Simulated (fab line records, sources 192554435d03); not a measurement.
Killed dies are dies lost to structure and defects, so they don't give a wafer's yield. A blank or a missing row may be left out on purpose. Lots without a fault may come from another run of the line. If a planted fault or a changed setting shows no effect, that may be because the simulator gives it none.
Matching of chambers	flow n5-finfet	4 sister chambers for N5_DUMMY_GATE_STRIP_40 on rie-diel-01
The step strips in CF4. 8 wafers are shown with their chamber, then 10 later ones without.

== EACH WAFER AND ITS CHAMBER ==
wafer	chamber	showerhead-plenum-p-Torr (Torr)	drypump-motor-current-A (A)
L084.6	1	1.72	5.1
L085.1	1	1.72	5.1
L085.4	3	1.86	5.6
L087.1	0	1.70	5.4
L087.2	2	1.76	5.5
L087.4	3	1.85	5.6
L091.2	2	1.76	5.5
L091.3	0	1.70	5.3

== WAFERS WITH NO CHAMBER GIVEN ==
wafer	showerhead-plenum-p-Torr (Torr)	drypump-motor-current-A (A)
L091.4	1.70	5.3
L092.2	1.76	5.5
L092.4	1.85	5.6
L092.6	1.71	5.1
L093.1	1.85	5.6
L093.5	1.85	5.6
L093.6	1.76	5.5
L094.2	1.71	5.1
L094.3	1.76	5.5
L094.5	1.71	5.1

== CHAMBER TAKEN BY EACH ==
wafer	from the rows above	in truth
L091.4	0	0
L092.2	2	2
L092.4	3	3
L092.6	1	1
L093.1	3	3
L093.5	3	3
L093.6	2	2
L094.2	1	1
L094.3	2	2
L094.5	1	1
10 of 10 placed correctly. Can't be placed from these rows: 0. 0 placed wrongly.
How it was worked out, from the rows above alone: a wafer's distance from a chamber is the root of the sum, over the readings, of the square of ((its reading less the chamber's mean) divided by the reading's scatter). The wafer belongs to the nearest chamber; if the next one is less than 2 further off, it can't be placed. For every chamber, the mean is computed from those of its wafers that are shown. How the scatter is found: for the shown wafers, subtract from each reading the mean of its chamber, square and add these, divide the total by (wafers less chambers), then take the root.
